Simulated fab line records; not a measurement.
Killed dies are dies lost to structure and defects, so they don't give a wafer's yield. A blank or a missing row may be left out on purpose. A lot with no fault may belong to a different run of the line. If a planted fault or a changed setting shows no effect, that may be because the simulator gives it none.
Which tool did it? -- flow nandHarc -- 72 wafers from 24 lots sampled at 5 of the route's 1302 steps

## WHAT THE GAUGES READ, wafer by wafer
NHARC_P_STI_INSPECT_11.
lot,measured,on,rawDefectCount
L074,day 3 02:04,defectInspect-02,5 5 2
L075,day 3 09:03,defectInspect-02,4 6 6
L076,day 3 15:55,defectInspect-01,4 2 3
L077,day 4 00:16,defectInspect-02,0 5 3
L078,day 4 11:04,defectInspect-02,6 8 2
L079,day 4 23:50,defectInspect-02,4 8 13
L080,day 5 10:37,defectInspect-01,8 7 6
L081,day 5 17:31,defectInspect-01,2 5 5
L082,day 6 03:07,defectInspect-02,9 5 11
L083,day 6 18:17,defectInspect-01,5 2 5
L084,day 7 02:54,defectInspect-02,8 3 3
L085,day 7 09:27,defectInspect-01,4 2 5
L086,day 7 22:19,defectInspect-02,4 4 6
L087,day 8 06:06,defectInspect-02,9 1 3
L088,day 8 18:07,defectInspect-02,5 8 10
L089,day 9 02:58,defectInspect-01,11 7 6
L090,day 9 13:59,defectInspect-02,6 5 6
L091,day 9 21:14,defectInspect-02,5 5 4
L092,day 10 07:43,defectInspect-02,0 4 9
L093,day 10 19:05,defectInspect-01,8 6 3
L094,day 11 04:16,defectInspect-01,4 7 8
L095,day 11 15:32,defectInspect-02,7 5 8
L096,day 12 02:19,defectInspect-01,1 1 1
L097,day 12 09:47,defectInspect-02,11 4 3

NHARC_P_CONTACT_INSPECT_27.
lot,measured,on,rawDefectCount
L074,day 6 06:44,defectInspect-02,461 353 254
L075,day 6 14:26,defectInspect-01,255 371 354
L076,day 6 19:56,defectInspect-01,172 287 320
L077,day 7 14:07,defectInspect-02,207 492 306
L078,day 7 16:22,defectInspect-02,156 456 384
L079,day 8 05:04,defectInspect-02,236 283 334
L080,day 8 22:26,defectInspect-01,211 315 301
L081,day 8 21:04,defectInspect-01,205 133 313
L082,day 9 09:59,defectInspect-01,468 261 201
L083,day 10 02:09,defectInspect-02,416 270 422
L084,day 10 10:49,defectInspect-01,273 406 322
L085,day 10 19:32,defectInspect-02,207 387 226
L086,day 11 08:11,defectInspect-02,284 284 250
L087,day 11 07:59,defectInspect-02,419 407 472
L088,day 12 02:50,defectInspect-01,229 308 298
L089,day 12 03:31,defectInspect-01,403 494 300
L090,day 12 18:17,defectInspect-01,598 376 400
L091,day 13 04:23,defectInspect-01,142 297 171
L092,day 13 09:48,defectInspect-02,210 139 200
L093,day 13 21:23,defectInspect-01,242 277 276
L094,day 14 05:07,defectInspect-02,244 221 299
L095,day 14 20:34,defectInspect-02,307 236 270
L096,day 15 05:01,defectInspect-02,285 204 277
L097,day 15 11:22,defectInspect-01,275 305 227

NHARC_P_M2_CD_MEAS_09 targets a cd of 170 nm.
lot,measured,on,cdNm (nm)
L074,day 6 16:17,cdSem-02,169.3 169.7 169.7
L075,day 6 23:35,cdSem-03,170.6 170.8 169.7
L076,day 7 05:04,cdSem-02,170.3 170.1 170.0
L077,day 7 23:25,cdSem-02,169.6 168.9 170.2
L078,day 8 01:26,cdSem-01,170.7 170.3 171.4
L079,day 8 14:31,cdSem-01,170.3 170.4 169.6
L080,day 9 07:22,cdSem-01,170.8 170.1 171.3
L081,day 9 06:04,cdSem-03,170.9 171.0 169.9
L082,day 9 19:19,cdSem-03,171.1 170.5 169.4
L083,day 10 11:45,cdSem-02,171.3 170.1 171.0
L084,day 10 20:02,cdSem-03,170.5 169.9 169.9
L085,day 11 09:01,cdSem-02,169.7 169.9 170.5
L086,day 11 17:54,cdSem-02,170.1 170.7 171.0
L087,day 11 17:05,cdSem-03,169.6 171.5 170.7
L088,day 12 12:33,cdSem-01,171.1 170.6 171.1
L089,day 12 13:34,cdSem-01,169.0 170.6 169.9
L090,day 13 03:24,cdSem-01,170.3 170.4 170.0
L091,day 13 13:47,cdSem-03,170.9 170.9 170.3
L092,day 13 18:54,cdSem-03,170.9 170.1 169.7
L093,day 14 06:44,cdSem-02,169.4 169.7 169.5
L094,day 14 14:25,cdSem-03,169.4 169.3 168.8
L095,day 15 05:42,cdSem-01,169.7 168.6 169.0
L096,day 15 14:21,cdSem-02,170.9 169.9 169.1
L097,day 15 20:31,cdSem-02,168.8 169.0 170.5

## TOOL THAT RAN EACH LOT (tool first, then ch and the chambers of the sampled wafers, then the start)
lot,NHARC_P_ZERO_WELL_DESCUM_26,NHARC_P_GATE_HM_DEP_102
L074,"rieDiel-01 ch 0,1, day 1 22:31","aclDep-02 ch 0, day 5 06:04"
L075,"rieDiel-03 ch 1,2,3, day 2 08:30","aclDep-01 ch 0, day 5 11:38"
L076,"rieDiel-13 ch 0,1, day 2 18:45","aclDep-02 ch 0, day 5 19:25"
L077,"rieDiel-03 ch 0,1, day 3 04:39","aclDep-01 ch 0, day 6 11:22"
L078,"rieDiel-01 ch 0,1,3, day 3 14:50","aclDep-01 ch 0, day 6 15:54"
L079,"rieDiel-13 ch 0,2,3, day 4 02:47","aclDep-03 ch 0, day 7 04:37"
L080,"rieDiel-01 ch 0,2, day 4 10:50","aclDep-03 ch 0, day 7 20:05"
L081,"rieDiel-01 ch 0,2, day 4 20:45","aclDep-02 ch 0, day 7 20:14"
L082,"rieDiel-13 ch 1,2, day 5 06:49","aclDep-01 ch 0, day 8 09:21"
L083,"rieDiel-13 ch 0,3, day 5 16:46","aclDep-02 ch 0, day 8 23:37"
L084,"rieDiel-03 ch 0,2,3, day 6 02:50","aclDep-02 ch 0, day 9 09:46"
L085,"rieDiel-13 ch 0,3, day 6 12:50","aclDep-02 ch 0, day 9 18:38"
L086,"rieDiel-03 ch 0,1,2, day 6 22:46","aclDep-02 ch 0, day 10 05:50"
L087,"rieDiel-03 ch 1,2, day 7 09:04","aclDep-02 ch 0, day 10 05:05"
L088,"rieDiel-01 ch 1,2, day 7 18:43","aclDep-03 ch 0, day 11 01:58"
L089,"rieDiel-03 ch 1,2,3, day 8 04:46","aclDep-03 ch 0, day 11 02:43"
L090,"rieDiel-03 ch 1,2,3, day 8 14:46","aclDep-02 ch 0, day 11 17:43"
L091,"rieDiel-01 ch 0,1,2, day 9 01:04","aclDep-01 ch 0, day 12 04:05"
L092,"rieDiel-03 ch 0,1,2, day 9 10:38","aclDep-02 ch 0, day 12 09:22"
L093,"rieDiel-13 ch 1,2, day 9 20:37","aclDep-03 ch 0, day 12 20:47"
L094,"rieDiel-03 ch 1,2,3, day 10 07:13","aclDep-02 ch 0, day 13 04:09"
L095,"rieDiel-03 ch 1,2,3, day 10 16:49","aclDep-02 ch 0, day 13 20:16"
L096,"rieDiel-03 ch 0,1,2, day 11 02:57","aclDep-03 ch 0, day 14 04:11"
L097,"rieDiel-03 ch 0,1, day 11 12:44","aclDep-01 ch 0, day 14 10:45"
- NHARC_P_ZERO_WELL_DESCUM_26: chemistry O2, time 3 s.
- NHARC_P_GATE_HM_DEP_102: deposits aC, target thk 120 nm.

## AS READ BY THE TOOLS THEMSELVES (means over the sampled wafers that have a number; for cases with no such wafer, the mark the record gives instead)
NHARC_P_ZERO_WELL_DESCUM_26.
lot,tool,drypumpMotorCurrentA (A),oesProductAu (a.u.),rfVppV (V),showerheadPlenumPTorr (Torr),throttleValvePct (%)
L074,rieDiel-01,5.7,1.002,58.3,2.01,11.313
L075,rieDiel-03,5.8,0.997,58.5,1.89,11.315
L076,rieDiel-13,5.7,1.002,58.3,2.01,11.313
L077,rieDiel-03,5.8,0.995,58.2,1.92,11.313
L078,rieDiel-01,6.0,0.995,58.0,1.94,11.315
L079,rieDiel-13,5.7,1.004,58.0,1.97,11.315
L080,rieDiel-01,5.9,0.992,58.5,1.93,11.310
L081,rieDiel-01,5.9,0.991,58.6,1.95,11.306
L082,rieDiel-13,5.7,1.015,58.7,2.04,11.306
L083,rieDiel-13,5.4,0.999,56.8,1.89,11.313
L084,rieDiel-03,5.9,0.994,57.9,1.83,11.307
L085,rieDiel-13,5.4,0.997,57.2,1.89,11.302
L086,rieDiel-03,6.0,0.995,57.4,1.86,11.307
L087,rieDiel-03,6.0,0.981,57.0,1.87,11.304
L088,rieDiel-01,5.8,1.004,58.1,1.97,11.306
L089,rieDiel-03,5.8,1.006,57.4,1.88,11.313
L090,rieDiel-03,5.7,0.997,57.5,1.88,11.307
L091,rieDiel-01,5.8,0.997,59.4,1.95,11.323
L092,rieDiel-03,6.0,1.003,57.5,1.86,11.307
L093,rieDiel-13,5.8,1.002,58.9,2.02,11.330
L094,rieDiel-03,5.8,1.007,57.6,1.88,11.309
L095,rieDiel-03,5.7,1.009,58.0,1.87,11.307
L096,rieDiel-03,6.0,1.001,57.9,1.85,11.311
L097,rieDiel-03,6.0,1.007,57.9,1.84,11.306

NHARC_P_GATE_HM_DEP_102.
lot,tool,throttleValvePct (%)
L074,aclDep-02,34.992
L075,aclDep-01,34.993
L076,aclDep-02,35.007
L077,aclDep-01,35.000
L078,aclDep-01,34.993
L079,aclDep-03,34.993
L080,aclDep-03,35.000
L081,aclDep-02,35.001
L082,aclDep-01,35.013
L083,aclDep-02,35.005
L084,aclDep-02,34.992
L085,aclDep-02,35.000
L086,aclDep-02,35.000
L087,aclDep-02,35.005
L088,aclDep-03,34.987
L089,aclDep-03,35.007
L090,aclDep-02,35.007
L091,aclDep-01,35.001
L092,aclDep-02,35.000
L093,aclDep-03,35.000
L094,aclDep-02,35.007
L095,aclDep-02,34.996
L096,aclDep-03,34.990
L097,aclDep-01,34.994

## THE ANSWER, worked out from the rows above alone
Rule: the lots themselves supply what counts as usual. The widest of any qualifying gaps counts: lots, ordered by their means at a reading, are off when they make up no more than a third of the lots, leave a main group of 4 or more, and stand apart from it by 3 or more times the standard deviation of that group's means. If all means in a main group match to the digits the tables above print for the reading, that group is not used. A lot without any number at a reading at which 4 lots or more have one is off too. Any other lot the step has rows for is counted as sound. Order of review: gauges by route order, followed by the tools' own readings, for which a lot's mean as printed above is used. The first step at which some lot is off is used, and at that step the reading that is off furthest; a lot without a number counts as furthest.
Nothing can be told from this: no lot is off at any reading shown.

## WHAT THE SIMULATOR PUT IN
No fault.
